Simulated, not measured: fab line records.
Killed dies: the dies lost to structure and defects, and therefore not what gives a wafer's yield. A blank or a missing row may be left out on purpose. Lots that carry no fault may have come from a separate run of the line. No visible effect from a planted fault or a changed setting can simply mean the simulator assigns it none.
Which tool is to blame? + flow n5_finfet + Sampling: 11 lots, 33 wafers, 3 of 1938 route steps

WHAT EACH GAUGE READ, for each wafer
N5_BEOL_M1_OVL_MEAS_12.
| lot  | measured     | on         | M1_OVL (nm)    |
|------|--------------|------------|----------------|
| L075 | day 6 02:23  | overlay-01 | -1.3 -1.7 -0.5 |
| L077 | day 6 23:35  | overlay-01 | 0.2 0.0 -1.7   |
| L080 | day 7 19:49  | overlay-01 | -0.3 0.1 0.9   |
| L083 | day 8 05:46  | overlay-01 | -1.2 -0.7 0.1  |
| L085 | day 8 17:53  | overlay-01 | -1.0 -2.5 -0.8 |
| L086 | day 9 02:52  | overlay-01 | 0.2 0.0 -0.6   |
| L088 | day 9 09:29  | overlay-01 | -0.2 -0.4 -1.1 |
| L090 | day 10 01:56 | overlay-01 | -0.4 0.8 0.3   |
| L092 | day 10 18:54 | overlay-01 | -0.9 0.1 -0.4  |
| L094 | day 11 05:42 | overlay-01 | 0.0 -0.6 -1.3  |
| L096 | day 11 14:58 | overlay-01 | -1.6 -1.4 0.0  |

WHAT TOOL EACH LOT RAN ON (gives the tool, then ch and the chambers of the sampled wafers, and finally the start)
| lot  | N5_BEOL_M0_CMP_120            | N5_BEOL_M0_DEP_125             |
|------|-------------------------------|--------------------------------|
| L075 | cmp-01 ch 0,3, day 6 00:26    | pecvd-03 ch 0,1,2, day 6 00:55 |
| L077 | cmp-04 ch 0,1,3, day 6 20:34  | pecvd-02 ch 1,2, day 6 21:13   |
| L080 | cmp-03 ch 1,2, day 7 18:37    | pecvd-02 ch 0,2, day 7 19:06   |
| L083 | cmp-01 ch 1,2,3, day 8 03:50  | pecvd-02 ch 1,2, day 8 04:20   |
| L085 | cmp-01 ch 0,2,3, day 8 15:29  | pecvd-03 ch 0,1,2, day 8 15:59 |
| L086 | cmp-04 ch 0,2, day 8 23:56    | pecvd-02 ch 1,2, day 9 00:38   |
| L088 | cmp-04 ch 0,1,2, day 9 04:14  | pecvd-03 ch 0,1,2, day 9 04:37 |
| L090 | cmp-03 ch 0,1,2, day 10 00:44 | pecvd-02 ch 0,2, day 10 01:12  |
| L092 | cmp-01 ch 1,3, day 10 15:25   | pecvd-03 ch 0,2, day 10 15:52  |
| L094 | cmp-03 ch 1,2,3, day 11 02:15 | pecvd-02 ch 0,1, day 11 02:44  |
| L096 | cmp-04 ch 0,1,3, day 11 12:28 | pecvd-03 ch 1,2, day 11 12:58  |
- N5_BEOL_M0_CMP_120: polishes, stops on SiOC, t overpolish 6.9 s.
- N5_BEOL_M0_DEP_125: deposits SiCN from 3MS/NH3, target thk 8 nm, time 14 s.

THE ANSWER, worked out from the rows above alone
Rule: the lots themselves supply what counts as usual. Put in order of their means at a reading, lots are off if they are a third of the lots or fewer, leave a main group of 4 or more, and stand apart from it by a gap of 3 or more times the standard deviation of the main group's means; of several such gaps the widest counts. If all means in a main group match to the digits the tables above print for the reading, that group is not used. Also off: a lot with no number at a reading for which 4 or more lots have one. Where the step has rows for the other lots, those lots are counted as sound.
No lot is off on any of the readings shown, so nothing can be concluded from this.

WHAT THE SIMULATOR HAD PUT IN
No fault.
